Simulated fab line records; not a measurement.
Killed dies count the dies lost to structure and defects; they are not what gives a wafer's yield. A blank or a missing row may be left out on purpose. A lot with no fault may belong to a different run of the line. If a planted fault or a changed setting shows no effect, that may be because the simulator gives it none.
Struck lot and sound lot, side by side :: flow n5 finfet :: 36 out of 1938 route steps
Sound: these wafers, L520.1, L520.2, L520.3. Struck: wafers L530.3, L530.5. (L530.2 of the same lot was not struck and is left out.) The cause comes at the end.
Each step with rows lists, per side, the tool, then ch with its chambers, then its first start. Under that, the readings that differ: sound wafers :: struck wafers :: difference of the means :: sigmas: that difference in standard deviations of wafers without a fault.
alike: same words and numbers on both sides, and readings whose means sit less than 2 such deviations apart. not compared: any withheld reading, any reading some wafer has no value for, any bound like >300 that may hide the same value, and any number with overlapping values for which the record gives no deviation.
The two part at a step that has a row with sigmas, a row that says differs or no value, or rows on one side only. Numbers that have no deviation but don't overlap get no sigmas and don't part them. A reading that every wafer of one side lacks parts them only if that side has two wafers or more.

first, 9 steps without rows for these wafers: N5_MOL_CONTACT_COAG_DESCUM_13 (chemistry O2, time 7 s); N5_MOL_CONTACT_COAG_ETCH_59 (etches underlayer in N2/H2, target depth 13 nm, time 10.4 s); N5_MOL_CONTACT_COAG_ETCH_105 (etches SiARC in CF4, target depth 15.6 nm, time 26 s); N5_MOL_CONTACT_COAG_ETCH_106 (etches SOC in N2/H2, target depth 80 nm, overetch 16 nm, time 120 s); N5_MOL_CONTACT_COAG_STRIP_107 (strips in N2/H2); N5_MOL_CONTACT_COAG_STRIP_108 (strips in N2/H2); N5_MOL_CONTACT_COAG_CONTACT_ETCH_14 (etches SiO2 in C4F6/O2, target depth 27.5 nm, overetch 8.5 nm, time 20 s); N5_MOL_CONTACT_COAG_STRIP_109 (strips in C4F6/O2); N5_MOL_CONTACT_COAG_ETCH_15 (etches SiNx in CH3F/O2, stops on Si:P, target depth 7 nm).
N5_MOL_CONTACT_COAG_ETCH_110: etches Si in CF4/O2, target depth 2.5 nm, time 8 s.
  sound on rie diel-04 ch 0,1,3, day 5 22:45; struck on rie diel-04 ch 2,3, day 8 13:27
reading: model.SiGe-B_of_SD_EPI_P_EPI_21.thk nm (nm)
sound: 58 57.4 57.8
struck: 60 59.4
difference: +2
sigmas: 

reading: model.etch.depth nm (nm)
sound: 2.554 2.52 2.438
struck: 1.591 1.592
difference: -0.913
sigmas: 

reading: model.SOC_of_MOL_CONTACT_COAG_COAT_103.thk nm (nm)
sound: 73.8 73.8 73.6
struck: 74.2 74.2
difference: +0.5
sigmas: 
  alike: chamber pressure mTorr, drypump motor current A, mfc ar sccm, oes product au, rf vpp V, showerhead plenum p Torr, throttle valve pct
  not compared: rf hours counter h
then, 25 steps without rows for these wafers: N5_MOL_CONTACT_COAG_STRIP_98 (strips in N2/H2); N5_MOL_CONTACT_COAG_IMPLANT_129; N5_MOL_CONTACT_COAG_PRECLEAN_111 (cleans in NF3:NH3, afs cycles 1, time 20 s, sublimation time 60 s); N5_MOL_CONTACT_COAG_TI_SIL_19 (material Ti, target thk 4.2 nm, time 15 s); N5_MOL_CONTACT_COAG_ALD_20 (deposits TiN, target thk 1.5 nm, pulse time 1 s, purge time 3 s); N5_MOL_CONTACT_COAG_SIL_ANNEAL_21 (time 60 s); N5_MOL_CONTACT_COAG_PRE_CLEAN_141 (time 60 s); N5_MOL_CONTACT_COAG_SPUTTER_143 (material Co, target thk 2.5 nm); N5_MOL_CONTACT_COAG_CO_FILL_22 (material Co, precursor CCTBA/H2, target thk 20 nm); N5_MOL_CONTACT_COAG_ANNEAL_113 (time 300 s); N5_MOL_CONTACT_COAG_PRE_CLEAN_142 (time 60 s); N5_MOL_CONTACT_COAG_SPUTTER_130 (material Co, target thk 47.5 nm); N5_MOL_CONTACT_COAG_PRECLEAN_125 (cleans in DIW, time 57.5 s); N5_MOL_CONTACT_COAG_SRD_126 (dry time 32 s); N5_MOL_CONTACT_COAG_CMP_23 (polishes, stops on SiO2, t overpolish 1.5 s, target thk 0 nm); N5_MOL_CONTACT_COAG_WET_ETCH_26 (target Co, target depth 13 nm); N5_MOL_CONTACT_COAG_WET_ETCH_116 (etches the open film in SC1-inhibited, target depth 4.6 nm, rinse time 30 s); N5_MOL_CONTACT_COAG_ALD_27 (deposits SiOC, target thk 17 nm, pulse time 1.5 s, time 2720 s); N5_MOL_CONTACT_COAG_CMP_28 (polishes, stops on SiNx, t overpolish 0.85 s, target thk 14.522 nm); N5_MOL_CONTACT_COAG_ALD_123 (deposits SiNx, target thk 5 nm, pulse time 1 s, purge time 2 s); N5_MOL_CONTACT_COAG_PECVD_31 (deposits SiO2 from TEOS/O2, target thk 46 nm, time 8.9 s); N5_MOL_CONTACT_COAG_COAT_75 (time 60 s, resist thk 60 nm); N5_MOL_CONTACT_COAG_COAT_76 (time 60 s, resist thk 10 nm); N5_MOL_CONTACT_COAG_COAT_77 (time 60 s, resist thk 10 nm); N5_MOL_CONTACT_COAG_COAT_78 (resist thk 40 nm).
-- here the record skips 3 days between the struck wafers' starts before and after, leaving off in module MOL_CONTACT_COAG and picking up in module BEOL_M4 (first step shown: number 1111 of the route) --
N5_BEOL_M4_RC_MEAS_101:
  sound on prober-01 ch 0, day 9 03:22; struck on prober-02 ch 0, day 12 01:05
reading: RC_DENSE_N (ohm.um)
sound: 18.9 18.9 18.4
struck: 20.1 20.1
difference: +1.4
sigmas: +4

reading: RC_DENSE_P (ohm.um)
sound: 23.5 24.1 23.1
struck: 25.0 25.1
difference: +1.5
sigmas: +4

reading: RC_N (ohm.um)
sound: 15.24 15.57 15.19
struck: 16.22 16.38
difference: +0.97
sigmas: +4

reading: SS_P (mV/dec)
sound: 73.7 73.0 73.9
struck: 72.5 72.2
difference: -1.2
sigmas: -2
  alike: DIBL_N, DIBL_P, IOFF_N, IOFF_P, ION_N, ION_P, SS_N, VT_N, VT_P

== WHERE THEY PART ==
At N5_BEOL_M4_RC_MEAS_101 and nowhere else, as far as this record goes.

WHY: what the simulator had put in
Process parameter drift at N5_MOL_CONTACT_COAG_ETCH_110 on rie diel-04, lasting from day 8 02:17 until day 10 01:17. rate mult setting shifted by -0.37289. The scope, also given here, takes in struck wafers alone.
